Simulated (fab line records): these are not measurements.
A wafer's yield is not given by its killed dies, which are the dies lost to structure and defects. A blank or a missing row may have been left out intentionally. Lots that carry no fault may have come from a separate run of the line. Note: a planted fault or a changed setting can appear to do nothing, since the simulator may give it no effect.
Which tool did it? + flow nand harc + 42 wafers from 14 lots sampled at 3 of the route's 1302 steps

WHAT THE GAUGES SHOWED, per wafer
NHARC_A_SGD_CUT_THK_MEAS_22: measures by ellipsometry.
| lot  | measured     | on            | thk nm (nm)       |
|------|--------------|---------------|-------------------|
| L586 | day 18 18:00 | film metro-02 | 148.1 148.5 147.2 |
| L588 | day 20 05:29 | film metro-01 | 147.0 146.2 145.5 |
| L589 | day 20 05:29 | film metro-02 | 147.5 147.3 147.9 |
| L590 | day 20 23:16 | film metro-01 | 148.1 148.1 147.1 |
| L591 | day 21 11:08 | film metro-02 | 146.0 147.6 147.4 |
| L592 | day 22 09:41 | film metro-01 | 149.6 151.1 149.1 |
| L601 | day 25 15:48 | film metro-02 | 148.8 149.3 148.5 |
| L602 | day 25 19:12 | film metro-01 | 150.1 147.3 149.5 |
| L603 | day 26 16:36 | film metro-02 | 148.1 149.0 148.8 |
| L606 | day 27 08:41 | film metro-01 | 146.3 148.6 146.4 |
| L605 | day 27 08:41 | film metro-02 | 147.2 147.8 149.6 |
| L604 | day 27 08:41 | film metro-01 | 149.2 151.0 148.7 |
| L607 | day 27 20:23 | film metro-02 | 148.8 147.5 148.9 |
| L608 | day 28 15:10 | film metro-02 | 146.5 145.8 147.7 |

NHARC_A_SLIT_CD_MEAS_21.
| lot  | measured     | on        | cd nm (nm)        |
|------|--------------|-----------|-------------------|
| L586 | day 19 14:44 | cd sem-01 | 290.7 290.2 290.5 |
| L588 | day 20 17:10 | cd sem-01 | 289.8 291.3 290.3 |
| L589 | day 20 17:25 | cd sem-01 | 289.8 289.5 289.1 |
| L590 | day 21 11:06 | cd sem-01 | 288.7 289.5 289.1 |
| L591 | day 22 01:26 | cd sem-03 | 290.7 290.1 288.7 |
| L592 | day 23 04:44 | cd sem-02 | 289.3 289.6 289.3 |
| L601 | day 26 03:45 | cd sem-01 | 290.2 289.0 289.8 |
| L602 | day 26 07:38 | cd sem-03 | 289.6 289.5 289.7 |
| L603 | day 27 06:48 | cd sem-01 | 290.1 290.2 289.3 |
| L606 | day 27 23:44 | cd sem-01 | 288.7 289.0 289.2 |
| L605 | day 27 20:46 | cd sem-03 | 290.5 289.9 290.2 |
| L604 | day 28 00:35 | cd sem-01 | 289.1 289.2 289.8 |
| L607 | day 28 09:46 | cd sem-01 | 289.1 289.9 288.4 |
| L608 | day 29 04:13 | cd sem-03 | 289.1 289.8 290.2 |

NHARC_A_SIN_REMOVE_INSPECT_04.
| lot  | measured     | on                | raw defect count |
|------|--------------|-------------------|------------------|
| L586 | day 19 21:22 | defect inspect-02 | 261 272 295      |
| L588 | day 20 23:46 | defect inspect-02 | 328 388 340      |
| L589 | day 20 23:46 | defect inspect-01 | 315 334 347      |
| L590 | day 21 17:43 | defect inspect-01 | 427 358 295      |
| L591 | day 22 08:04 | defect inspect-01 | 455 476 579      |
| L592 | day 23 11:19 | defect inspect-02 | 337 322 393      |
| L601 | day 26 10:19 | defect inspect-01 | 502 525 502      |
| L602 | day 26 15:08 | defect inspect-02 | 440 427 467      |
| L603 | day 27 13:31 | defect inspect-02 | 383 321 323      |
| L606 | day 28 06:20 | defect inspect-02 | 453 402 486      |
| L605 | day 28 03:19 | defect inspect-01 | 372 345 358      |
| L604 | day 28 06:20 | defect inspect-01 | 392 383 330      |
| L607 | day 28 16:25 | defect inspect-02 | 427 272 302      |
| L608 | day 29 09:35 | defect inspect-02 | 329 201 275      |

TOOL THAT RAN EACH LOT (tool first, then ch and the chambers of the sampled wafers, then the start)
No process step before these readings appears in the record.

WHAT THE TOOLS THEMSELVES READ (means of the sampled wafers that have a number; where no wafer has one, the mark that the record gives instead)
The record holds no such reading with a usual standard deviation.

THE ANSWER, worked out from the rows above alone
Rule: what is usual is taken from the lots themselves. The widest of any qualifying gaps counts: lots, ordered by their means at a reading, are off when they make up no more than a third of the lots, leave a main group of 4 or more, and stand apart from it by 3 or more times the standard deviation of that group's means. Not used: any main group whose means are identical at the precision the tables above print for the reading. Also off: a lot with no number at a reading for which 4 or more lots have one. The other lots that the step has rows for count as sound. After the gauges, taken in route order, come the tools' own readings; for these a lot's mean is taken, as printed above. The first step at which some lot is off is used, and at that step the reading that is off furthest; a lot without a number counts as furthest.
Across all readings shown, no lot is off: no conclusion can be drawn from this.

WHAT THE SIMULATOR PUT IN
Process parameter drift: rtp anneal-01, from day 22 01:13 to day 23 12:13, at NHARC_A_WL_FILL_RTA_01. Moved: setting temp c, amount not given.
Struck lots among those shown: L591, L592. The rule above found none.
